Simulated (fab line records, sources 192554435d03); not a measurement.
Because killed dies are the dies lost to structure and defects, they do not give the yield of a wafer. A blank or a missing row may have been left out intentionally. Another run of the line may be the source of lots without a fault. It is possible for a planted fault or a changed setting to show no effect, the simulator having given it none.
Matching of chambers ; flow n5_finfet ; N5_SD_EPI_P_DESCUM_14 on rie_diel-05 has 4 sister chambers
The step chemistry O2, time 7.9 s. 8 wafers are shown with their chamber, then 7 later ones without.

## WAFERS, EACH WITH ITS CHAMBER
wafer;chamber;drypump_motor_current_A (A);showerhead_plenum_p_Torr (Torr)
L457.4;2;5.6;2.13
L470.4;0;5.0;2.17
L470.5;2;5.7;2.12
L472.2;1;5.6;2.13
L472.4;3;5.8;2.13
L472.6;3;5.8;2.13
L473.1;0;5.0;2.17
L473.2;1;5.6;2.13

## WAFERS WITHOUT THEIR CHAMBER
wafer;drypump_motor_current_A (A);showerhead_plenum_p_Torr (Torr)
L473.4;5.8;2.13
L474.1;5.8;2.13
L474.5;5.8;2.13
L474.6;5.0;2.17
L475.2;5.7;2.12
L475.5;5.8;2.13
L475.6;5.7;2.12

## THE CHAMBER EACH PASSED THROUGH
wafer;from the rows above;in truth
L473.4;3;3
L474.1;3;3
L474.5;3;3
L474.6;0;0
L475.2;can't be placed: 2 or 3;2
L475.5;3;3
L475.6;can't be placed: 2 or 3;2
5 of 7 placed correctly. Not placeable from these rows: 2 (in 2, the candidates include the true chamber). Wrongly placed: 0.
How it was worked out, from the rows above alone: a wafer's distance from a chamber is the root of the sum, over the readings, of the square of ((its reading less the chamber's mean) divided by the reading's scatter). The wafer belongs to the nearest chamber; if the next one is less than 2 further off, it can't be placed. A chamber's mean is the mean of its shown wafers. The scatter is the square root of a quotient: the sum, over the shown wafers, of each reading's squared deviation from its chamber's mean, divided by wafers minus chambers.
